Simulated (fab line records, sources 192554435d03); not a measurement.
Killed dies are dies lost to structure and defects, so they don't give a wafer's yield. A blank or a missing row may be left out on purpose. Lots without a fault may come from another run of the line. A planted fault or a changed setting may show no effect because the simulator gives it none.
A struck lot beside a sound one | flow n5_finfet | 14 steps out of a route of 1938
Sound: wafers L178.3, L178.4, L178.5. Struck: wafer L195.1. (L195.3 of the same lot was not struck and is left out.) The cause comes at the end.
At each step with rows: each side's tool, then ch and its chambers, then its first start. Under that, the readings that differ: sound wafers | struck wafers | difference of the means | sigmas: that difference in standard deviations of wafers without a fault.
alike: readings whose means differ by less than 2 such deviations, and words and numbers that are the same on both sides. not compared: withheld readings, readings that some wafer has no value for, bounds like >300 that may hide the same value, and numbers for which the record gives no deviation and whose values overlap.
The two part at a step that has a row with sigmas, a row that says differs or no value, or rows on one side only. Numbers that don't overlap but have no deviation are shown without sigmas and don't part them. A reading that every wafer of one side lacks parts them only if that side has two wafers or more.

first, 7 steps without rows for these wafers: N5_PASSIVATION_COAT_24; N5_PASSIVATION_EBR_26; N5_PASSIVATION_SOFTBAKE_25 (time 90 s); N5_PASSIVATION_EXPOSE_27 (exposes mask PAD, defocus 0 nm); N5_PASSIVATION_PEB_28; N5_PASSIVATION_DEVELOP_29 (develop time 60 s); N5_PASSIVATION_HARDBAKE_31 (time 120 s).
N5_PASSIVATION_CD_MEAS_30: target cd 4000 nm.
  sound on cd_sem-02 ch 0, day 12 22:13; struck on cd_sem-01 ch 0, day 18 12:03
  alike: cd_nm
N5_PASSIVATION_OVL_MEAS_63:
  sound on overlay-01 ch 0, day 12 22:15; struck on overlay-02 ch 0, day 18 12:05
  alike: PAD_OVL
N5_PASSIVATION_INSPECT_64: inspects for defects (macro).
  sound on defect_inspect-02, day 12 22:16; struck on defect_inspect-02, day 18 12:07
  alike: raw_defect_count
N5_PASSIVATION_DESCUM_32: chemistry O2, time 7.9 s.
  sound on rie_diel-04 ch 1,2, day 12 22:19; struck on rie_diel-03 ch 0, day 18 12:09
  reading               | sound          | struck | difference | sigmas
  oes_product_au (a.u.) | 0.83 0.78 0.83 | 0.69   | -0.12      | -2
  alike: drypump_motor_current_A, o2_flow_sccm, rf_vpp_V, showerhead_plenum_p_Torr, throttle_valve_pct
  not compared: rf_hours_counter_h
N5_PASSIVATION_AL_ETCH_33: etches Al in Cl2/BCl3, stops on TaN, target depth 2800 nm, time 466.7 s.
  sound on rie_metal-01 ch 0,1, day 12 22:32; struck on rie_metal-03 ch 1, day 18 12:14
  reading                | sound | struck | difference                   | sigmas
  rf_hours_counter_h (h) | - - - | 15     | no value on the sound wafers |
  alike: drypump_motor_current_A, oes_product_au, throttle_valve_pct
N5_PASSIVATION_ETCH_59: etches TaN in Cl2/BCl3, target depth 65 nm, time 34.9 s.
  sound on rie_metal-01 ch 0,1, day 12 22:49; struck on rie_metal-03 ch 1, day 18 12:38
  reading                  | sound             | struck | difference                   | sigmas
  rf_hours_counter_h (h)   | - - -             | 15     | no value on the sound wafers |
  model.etch.depth_nm (nm) | 66.98 67.42 66.81 | 88.7   | +21.6                        |
  alike: drypump_motor_current_A, oes_product_au, throttle_valve_pct
N5_PASSIVATION_STRIP_34: strips in O2.
  sound on rie_diel-01 ch 1,3, day 12 22:57; struck on rie_diel-04 ch 3, day 18 12:46
  alike: drypump_motor_current_A, o2_flow_sccm, oes_product_au, rf_vpp_V, showerhead_plenum_p_Torr, throttle_valve_pct
  not compared: rf_hours_counter_h

WHERE THEY PART
First at N5_PASSIVATION_DESCUM_32; last, within this record, at N5_PASSIVATION_ETCH_59. Later steps at which nothing parts them and some readings are alike: N5_PASSIVATION_STRIP_34.

WHY: what the simulator had put in
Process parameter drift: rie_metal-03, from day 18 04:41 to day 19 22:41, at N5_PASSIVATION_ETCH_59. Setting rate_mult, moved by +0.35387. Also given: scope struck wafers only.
